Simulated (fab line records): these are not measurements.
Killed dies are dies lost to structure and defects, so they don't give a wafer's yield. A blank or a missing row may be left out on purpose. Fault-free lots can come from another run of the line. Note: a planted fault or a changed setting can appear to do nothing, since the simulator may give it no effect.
Matching of chambers + flow n5_finfet + N5_FIN_CUT_ETCH_21 on rie_diel-05: 4 sister chambers
The step etches SOC in N2/H2, target depth 219 nm, overetch 43.8 nm, time 523.5 s. 4 wafers are shown with their chamber, then 9 later ones without.

== WAFERS, EACH WITH ITS CHAMBER ==
| wafer  | chamber | drypump_motor_current_A (A) |
|--------|---------|-----------------------------|
| L078.3 | 2       | 6.2                         |
| L090.4 | 0       | 5.8                         |
| L090.5 | 1       | 5.4                         |
| L090.6 | 3       | 6.4                         |

== WAFERS WITH NO CHAMBER GIVEN ==
| wafer  | drypump_motor_current_A (A) |
|--------|-----------------------------|
| L091.1 | 6.4                         |
| L091.4 | 6.4                         |
| L091.6 | 5.3                         |
| L092.1 | 6.4                         |
| L092.2 | 5.8                         |
| L092.3 | 5.3                         |
| L092.4 | 6.2                         |
| L092.5 | 5.4                         |
| L092.6 | 6.2                         |

== WHICH CHAMBER EACH ONE RAN IN ==
| wafer  | from the rows above | in truth |
|--------|---------------------|----------|
| L091.1 | 3                   | 3        |
| L091.4 | 3                   | 3        |
| L091.6 | 1                   | 1        |
| L092.1 | 3                   | 3        |
| L092.2 | 0                   | 0        |
| L092.3 | 1                   | 1        |
| L092.4 | 2                   | 2        |
| L092.5 | 1                   | 1        |
| L092.6 | 2                   | 2        |
Placed correctly: 9 of 9. Not placeable from these rows: 0. Placed wrongly: 0.
How it was worked out, from the rows above alone: a wafer's distance from a chamber is the root of the sum, over the readings, of the square of ((its reading less the chamber's mean) divided by the reading's scatter). The wafer belongs to the nearest chamber; if the next one is less than 2 further off, it can't be placed. A chamber's mean is the mean of its shown wafers. The scatter: with one shown wafer a chamber, the root of the mean of the squares of how far each hidden wafer lies from its nearest shown one.
